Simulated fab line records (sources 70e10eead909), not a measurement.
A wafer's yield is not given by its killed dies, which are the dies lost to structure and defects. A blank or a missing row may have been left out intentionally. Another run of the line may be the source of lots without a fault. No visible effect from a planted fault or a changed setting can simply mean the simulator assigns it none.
Chamber matching | flow nandHarc | 4 sister chambers for NHARC_A_STAIRCASE_DESCUM_312 on rieDiel-02
The step chemistry O2, time 3 s. 4 wafers are shown with their chamber, then 8 later ones without.

## EACH WAFER AND ITS CHAMBER
wafer  | chamber | drypumpMotorCurrentA (A)
L958.2 | 1       | 6.01
L960.1 | 2       | 5.84
L960.5 | 3       | 5.69
L959.3 | 0       | 5.08

## WAFERS WITHOUT THEIR CHAMBER
wafer  | drypumpMotorCurrentA (A)
L959.4 | 5.87
L959.5 | 5.09
L961.1 | 5.83
L961.2 | 5.65
L961.5 | 6.01
L965.1 | 5.09
L965.5 | 6.01
L965.6 | 5.09

## CHAMBER TAKEN BY EACH
wafer  | from the rows above | in truth
L959.4 | 2                   | 2
L959.5 | 0                   | 0
L961.1 | 2                   | 2
L961.2 | 3                   | 3
L961.5 | 1                   | 1
L965.1 | 0                   | 0
L965.5 | 1                   | 1
L965.6 | 0                   | 0
Correctly placed: 8 of 8. Left unplaced by these rows: 0. Placed wrongly: 0.
How it was worked out, from the rows above alone: a wafer's distance from a chamber is the root of the sum, over the readings, of the square of ((its reading less the chamber's mean) divided by the reading's scatter). The wafer belongs to the nearest chamber; if the next one is less than 2 further off, it can't be placed. A chamber's mean is the mean of its shown wafers. The scatter (one wafer shown for each chamber): square how far every hidden wafer sits from the nearest shown wafer, average those squares and take the square root.
